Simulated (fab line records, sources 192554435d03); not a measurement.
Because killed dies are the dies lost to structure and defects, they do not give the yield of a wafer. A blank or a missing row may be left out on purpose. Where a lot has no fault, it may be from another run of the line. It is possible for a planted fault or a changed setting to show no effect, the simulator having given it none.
Matching of chambers | flow n5-finfet | rie-diel-02 running N5_BEOL_M15_DESCUM_33: 4 sister chambers
The step chemistry O2, time 7.9 s. 4 wafers are shown with their chamber, then 7 later ones without.

EACH WAFER AND ITS CHAMBER
wafer  | chamber | showerhead-plenum-p-Torr (Torr)
L088.1 | 3       | 2.14
L088.4 | 2       | 2.02
L089.1 | 0       | 2.23
L089.3 | 1       | 2.02

WAFERS WITH NO CHAMBER GIVEN
wafer  | showerhead-plenum-p-Torr (Torr)
L089.6 | 2.02
L093.1 | 2.23
L093.4 | 2.13
L093.5 | 2.02
L096.1 | 2.23
L096.5 | 2.02
L096.6 | 2.01

WHICH CHAMBER EACH WENT THROUGH
wafer  | from the rows above     | in truth
L089.6 | can't be placed: 1 or 2 | 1
L093.1 | 0                       | 0
L093.4 | 3                       | 3
L093.5 | can't be placed: 1 or 2 | 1
L096.1 | 0                       | 0
L096.5 | can't be placed: 1 or 2 | 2
L096.6 | can't be placed: 1 or 2 | 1
Placed correctly: 3 of 7. Cannot be placed on the basis of these rows: 4; the candidates contain the true chamber in 4. Placed wrongly: 0.
How it was worked out, from the rows above alone: a wafer's distance from a chamber is the root of the sum, over the readings, of the square of ((its reading less the chamber's mean) divided by the reading's scatter). If the next closest chamber is less than 2 further off than the closest, the wafer can't be placed; otherwise it belongs to the closest. For every chamber, the mean is computed from those of its wafers that are shown. The scatter: with one shown wafer a chamber, the root of the mean of the squares of how far each hidden wafer lies from its nearest shown one.
